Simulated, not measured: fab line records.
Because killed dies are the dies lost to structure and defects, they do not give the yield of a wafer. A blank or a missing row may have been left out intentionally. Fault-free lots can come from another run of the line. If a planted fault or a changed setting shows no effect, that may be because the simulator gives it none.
Chamber matching ; flow n5Finfet ; N5_BEOL_M2_STRIP_36 on rieDiel-01: 4 sister chambers
The step strips in N2/H2. 16 wafers are shown with their chamber, then 8 later ones without.

## WAFERS PAIRED WITH THEIR CHAMBERS
wafer;chamber;showerheadPlenumPTorr (Torr);throttleValvePct (%);oesProductAu (a.u.)
L079.2;1;2.54;23.7;0.78
L079.3;0;2.46;23.4;0.92
L079.6;2;2.56;23.3;0.85
L080.3;1;2.53;23.6;0.77
L080.4;2;2.56;23.3;0.85
L080.6;2;2.56;23.3;0.85
L081.3;1;2.53;23.7;0.77
L081.4;3;2.63;23.8;0.70
L081.6;3;2.63;23.8;0.70
L083.2;1;2.53;23.7;0.76
L083.5;0;2.46;23.4;0.92
L083.6;1;2.53;23.6;0.76
L084.2;2;2.56;23.3;0.83
L084.3;1;2.53;23.7;0.77
L084.4;0;2.46;23.4;0.93
L087.1;2;2.55;23.3;0.81

SIGNATURES, as means of the wafers listed above
reading;chamber 0;chamber 1;chamber 2;chamber 3;scatter within a chamber
showerheadPlenumPTorr;2.4600;2.5317;2.5580;2.6300;0.00369
throttleValvePct;23.400;23.667;23.300;23.800;0.0333
oesProductAu;0.9233;0.7683;0.8380;0.7000;0.0117
Rule: a wafer's distance from a chamber is the root of the sum, over the readings, of the square of ((its reading less the chamber's mean) divided by the reading's scatter). If the next closest chamber is less than 2 further off than the closest, the wafer can't be placed; otherwise it belongs to the closest. The scatter is the square root of a quotient: the sum, over the shown wafers, of each reading's squared deviation from its chamber's mean, divided by wafers minus chambers.

## WAFERS WITHOUT THEIR CHAMBER
wafer;showerheadPlenumPTorr (Torr);throttleValvePct (%);oesProductAu (a.u.)
L087.2;2.45;23.4;0.90
L087.4;2.62;23.8;0.69
L094.1;2.52;23.7;0.74
L094.5;2.52;23.7;0.74
L094.6;2.54;23.4;0.80
L097.3;2.45;23.5;0.87
L097.5;2.52;23.7;0.74
L097.6;2.45;23.5;0.87

## CHAMBER TAKEN BY EACH
wafer;from the rows above;in truth
L087.2;0;0
L087.4;3;3
L094.1;1;1
L094.5;1;1
L094.6;2;2
L097.3;0;0
L097.5;1;1
L097.6;0;0
Placed correctly: 8 of 8. Left unplaced by these rows: 0. Wrongly placed: 0.
